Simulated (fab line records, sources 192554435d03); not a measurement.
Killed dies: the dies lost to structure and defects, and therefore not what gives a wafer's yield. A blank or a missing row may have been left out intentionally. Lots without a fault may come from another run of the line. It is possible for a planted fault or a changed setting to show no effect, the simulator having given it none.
Chamber matching    flow n5Finfet    N5_FIN_SAQP_PECVD_06 on pecvd-04: 3 sister chambers
The step deposits a-Si from SiH4/He, target thk 60 nm, time 48.1 s. 3 wafers are shown with their chamber, then 8 later ones without.

== EACH WAFER AND ITS CHAMBER ==
wafer   chamber  showerheadPlenumPTorr (Torr)
L085.1  1        5.67
L085.3  2        5.78
L090.2  0        5.64

== WAFERS WITH NO CHAMBER GIVEN ==
wafer   showerheadPlenumPTorr (Torr)
L090.4  5.79
L090.5  5.68
L092.1  5.79
L092.4  5.79
L092.6  5.65
L095.4  5.64
L095.5  5.65
L095.6  5.67

== WHICH CHAMBER EACH ONE RAN IN ==
wafer   from the rows above      in truth
L090.4  2                        2
L090.5  1                        1
L092.1  2                        2
L092.4  2                        2
L092.6  can't be placed: 0 or 1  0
L095.4  0                        0
L095.5  can't be placed: 0 or 1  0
L095.6  1                        1
Correctly placed: 6 of 8. Unplaceable from these rows: 2, with the true chamber sitting among the candidates in 2. Number placed wrongly: 0.
How it was worked out, from the rows above alone: a wafer's distance from a chamber is the root of the sum, over the readings, of the square of ((its reading less the chamber's mean) divided by the reading's scatter). The wafer belongs to the nearest chamber; if the next one is less than 2 further off, it can't be placed. For every chamber, the mean is computed from those of its wafers that are shown. The scatter (one wafer shown for each chamber): square how far every hidden wafer sits from the nearest shown wafer, average those squares and take the square root.
